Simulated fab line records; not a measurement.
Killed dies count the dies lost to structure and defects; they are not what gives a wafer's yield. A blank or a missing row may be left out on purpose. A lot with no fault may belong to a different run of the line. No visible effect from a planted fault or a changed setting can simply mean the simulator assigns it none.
Comparing a struck lot with a sound one | flow nand_harc | 14 steps out of a route of 1302
Sound: wafers L939.2, L939.5, L939.6. Struck: wafer L945.1. (L945.5 of the same lot was not struck and is left out.) The cause comes at the end.
Per side, at each step with rows, come the tool, then ch with its chambers, and then its first start. Under that, the readings that differ: sound wafers | struck wafers | difference of the means | sigmas: that difference in standard deviations of wafers without a fault.
alike: words and numbers the same on both sides, and readings whose means are apart by under 2 such deviations; not compared: readings that were withheld, readings missing a value for some wafer, numbers with overlapping values and no deviation given by the record, and bounds like >300 which may hide the same value.
The two part at a step that has a row with sigmas, a row that says differs or no value, or rows on one side only. Numbers that have no deviation but don't overlap get no sigmas and don't part them. A reading that every wafer of one side lacks parts them only if that side has two wafers or more.

first, 2 steps without rows for these wafers: NHARC_A_DECK1_JOINT_ANNEAL_28 (time 1800 s); NHARC_A_DECK1_JOINT_ANNEAL_29 (time 1800 s).
NHARC_A_DECK1_JOINT_CMP_02: polishes SiOx.
  sound on cmp-02 ch 1,2, day 15 11:09; struck on cmp-02 ch 0, day 18 07:28
  alike: motor_current_A
next, for these wafers, 1 step has no rows: NHARC_A_DECK1_JOINT_SRD_15.
NHARC_A_DECK1_JOINT_DEP_16: deposits SiO2, target thk 45 nm.
  sound on pecvd-03 ch 0,1,2, day 15 11:31; struck on pecvd-01 ch 2, day 18 07:50
  reading                | sound          | struck | difference | sigmas
  throttle_valve_pct (%) | 16.9 15.8 16.3 | 15.4   | -0.9       | -2
  alike: heater_power_w, showerhead_vpp_V
NHARC_A_DECK1_JOINT_THK_MEAS_17: measures by ellipsometry.
  sound on film_metro-01 at day 15 11:47; struck on film_metro-02 at day 18 08:07
  reading     | sound          | struck | difference | sigmas
  thk_nm (nm) | 43.2 44.1 45.5 | 46.7   | +2.4       | +2
NHARC_A_DECK1_JOINT_INSPECT_05:
  sound on defect_inspect-01 at day 15 11:50; struck on defect_inspect-01 at day 18 08:10
  alike: raw_defect_count
following that, 1 step holds no rows for these wafers, namely NHARC_A_ONON_D2_DEP_00 (target thickness 1000 nm).
NHARC_A_ONON_D2_THK_MEAS_02: measures by ellipsometry.
  sound on film_metro-02 at day 15 12:25; struck on film_metro-02 at day 18 08:44
  alike: thk_nm
following that, 1 step holds no rows for these wafers, namely NHARC_A_ONON_D2_DEP_03 (target thickness 1000 nm).
NHARC_A_ONON_D2_THK_MEAS_05: measures by ellipsometry.
  sound on film_metro-01 at day 15 12:58; struck on film_metro-02 at day 18 09:18
  alike: thk_nm
NHARC_A_ONON_D2_DEP_06: target thk 1000 nm.
  sound on pecvd_onon-02 ch 0, day 15 13:05; struck on pecvd_onon-04 ch 0, day 18 09:22
NHARC_A_ONON_D2_THK_MEAS_08: measures by ellipsometry.
  sound on film_metro-01 at day 15 13:32; struck on film_metro-02 at day 18 09:52
  reading     | sound          | struck | difference | sigmas
  thk_nm (nm) | 1015 1013 1013 | 682    | -332       | -33
following that, 1 step holds no rows for these wafers, namely NHARC_A_ONON_D2_DEP_09 (target thickness 1000 nm).

## WHERE THEY PART
Earliest at NHARC_A_DECK1_JOINT_DEP_16; latest, in this record, at NHARC_A_ONON_D2_THK_MEAS_08.

WHY: what the simulator had put in
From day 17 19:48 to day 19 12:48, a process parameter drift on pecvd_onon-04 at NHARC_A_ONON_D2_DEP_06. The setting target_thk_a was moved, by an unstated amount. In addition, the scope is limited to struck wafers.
